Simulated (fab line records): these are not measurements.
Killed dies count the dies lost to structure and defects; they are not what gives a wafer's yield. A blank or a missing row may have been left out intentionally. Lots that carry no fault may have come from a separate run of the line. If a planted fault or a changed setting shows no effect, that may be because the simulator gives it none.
Matching of chambers || flow n5 finfet || rie diel-01 running N5_BEOL_M0_STRIP_142: 4 sister chambers
The step strips in N2/H2, time 10 s. 4 wafers are shown with their chamber, then 8 later ones without.

== WAFERS WITH THEIR CHAMBER ==
{"wafer": "L086.2", "chamber": 0, "drypump motor current A (A)": 5.1}
{"wafer": "L088.2", "chamber": 3, "drypump motor current A (A)": 5.5}
{"wafer": "L088.6", "chamber": 1, "drypump motor current A (A)": 5.6}
{"wafer": "L087.1", "chamber": 2, "drypump motor current A (A)": 5.8}

== WAFERS WHOSE CHAMBER IS MISSING ==
{"wafer": "L087.4", "drypump motor current A (A)": 5.9}
{"wafer": "L087.5", "drypump motor current A (A)": 5.5}
{"wafer": "L092.3", "drypump motor current A (A)": 5.5}
{"wafer": "L092.4", "drypump motor current A (A)": 5.1}
{"wafer": "L092.5", "drypump motor current A (A)": 5.8}
{"wafer": "L094.1", "drypump motor current A (A)": 5.6}
{"wafer": "L094.2", "drypump motor current A (A)": 5.1}
{"wafer": "L094.4", "drypump motor current A (A)": 5.8}

== EACH ONE'S CHAMBER ==
{"wafer": "L087.4", "from the rows above": 2, "in truth": 2}
{"wafer": "L087.5", "from the rows above": 3, "in truth": 3}
{"wafer": "L092.3", "from the rows above": 3, "in truth": 3}
{"wafer": "L092.4", "from the rows above": 0, "in truth": 0}
{"wafer": "L092.5", "from the rows above": 2, "in truth": 2}
{"wafer": "L094.1", "from the rows above": 1, "in truth": 1}
{"wafer": "L094.2", "from the rows above": 0, "in truth": 0}
{"wafer": "L094.4", "from the rows above": 2, "in truth": 2}
Placed correctly: 8 of 8. Left unplaced by these rows: 0. 0 placed wrongly.
How it was worked out, from the rows above alone: a wafer's distance from a chamber is the root of the sum, over the readings, of the square of ((its reading less the chamber's mean) divided by the reading's scatter). The wafer belongs to the nearest chamber; if the next one is less than 2 further off, it can't be placed. A chamber's mean is the mean of its shown wafers. The scatter: with one shown wafer a chamber, the root of the mean of the squares of how far each hidden wafer lies from its nearest shown one.
